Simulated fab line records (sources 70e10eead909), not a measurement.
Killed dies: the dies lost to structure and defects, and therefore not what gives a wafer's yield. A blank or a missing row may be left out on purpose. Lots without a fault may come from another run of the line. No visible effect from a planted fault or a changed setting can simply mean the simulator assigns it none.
Chamber matching -- flow nand_harc -- 4 sister chambers for NHARC_A_CONTACT_ETCH_110 on rie_diel-02
The step etches the open film in CF4/O2, target depth 60 nm, overetch 6 nm, time 33 s. 20 wafers are shown with their chamber, then 10 later ones without.

## WAFERS PAIRED WITH THEIR CHAMBERS
wafer,chamber,showerhead_plenum_p_Torr (Torr),drypump_motor_current_A (A),oes_product_au (a.u.)
L075.2,1,1.28,5.96,1.002
L075.4,1,1.28,5.96,0.989
L075.5,3,1.32,6.13,1.007
L085.1,1,1.27,5.93,0.985
L085.2,2,1.24,6.01,0.999
L085.6,2,1.24,5.99,1.007
L084.3,0,1.35,5.62,1.011
L084.4,1,1.27,5.97,0.993
L084.5,0,1.35,5.58,1.008
L086.3,2,1.24,6.03,0.997
L086.5,1,1.27,5.93,0.980
L086.6,0,1.35,5.58,1.011
L087.2,0,1.35,5.55,1.013
L087.4,2,1.24,5.99,1.007
L087.6,1,1.27,5.93,0.990
L091.1,3,1.31,6.15,1.002
L091.3,2,1.24,6.01,1.005
L091.5,3,1.31,6.12,1.013
L092.1,1,1.27,5.94,0.983
L092.4,3,1.31,6.10,1.011

SIGNATURES (means of the wafers above)
reading,chamber 0,chamber 1,chamber 2,chamber 3,scatter within a chamber
showerhead_plenum_p_Torr,1.3500,1.2729,1.2400,1.3125,0.00369
drypump_motor_current_A,5.5825,5.9457,6.0060,6.1250,0.0204
oes_product_au,1.01075,0.98886,1.00300,1.00825,0.00554
Rule: for each reading, subtract the chamber's mean from the wafer's reading, divide by that reading's scatter and square the result; add these up over the readings and take the root, which gives the wafer's distance from the chamber. If the next closest chamber is less than 2 further off than the closest, the wafer can't be placed; otherwise it belongs to the closest. How the scatter is found: for the shown wafers, subtract from each reading the mean of its chamber, square and add these, divide the total by (wafers less chambers), then take the root.

## WAFERS WITH NO CHAMBER GIVEN
wafer,showerhead_plenum_p_Torr (Torr),drypump_motor_current_A (A),oes_product_au (a.u.)
L092.5,1.34,5.58,1.011
L094.2,1.24,6.01,1.007
L094.4,1.34,5.58,1.004
L094.5,1.34,5.58,1.002
L095.4,1.27,5.95,0.982
L095.5,1.27,5.96,0.992
L095.6,1.34,5.59,0.999
L096.2,1.34,5.63,1.015
L096.4,1.27,5.95,0.990
L096.5,1.24,6.01,1.024

## EACH ONE'S CHAMBER
wafer,from the rows above,in truth
L092.5,0,0
L094.2,2,2
L094.4,0,0
L094.5,0,0
L095.4,1,1
L095.5,1,1
L095.6,0,0
L096.2,0,0
L096.4,1,1
L096.5,2,2
10 of 10 placed correctly. From these rows, 0 cannot be placed. Number placed wrongly: 0.
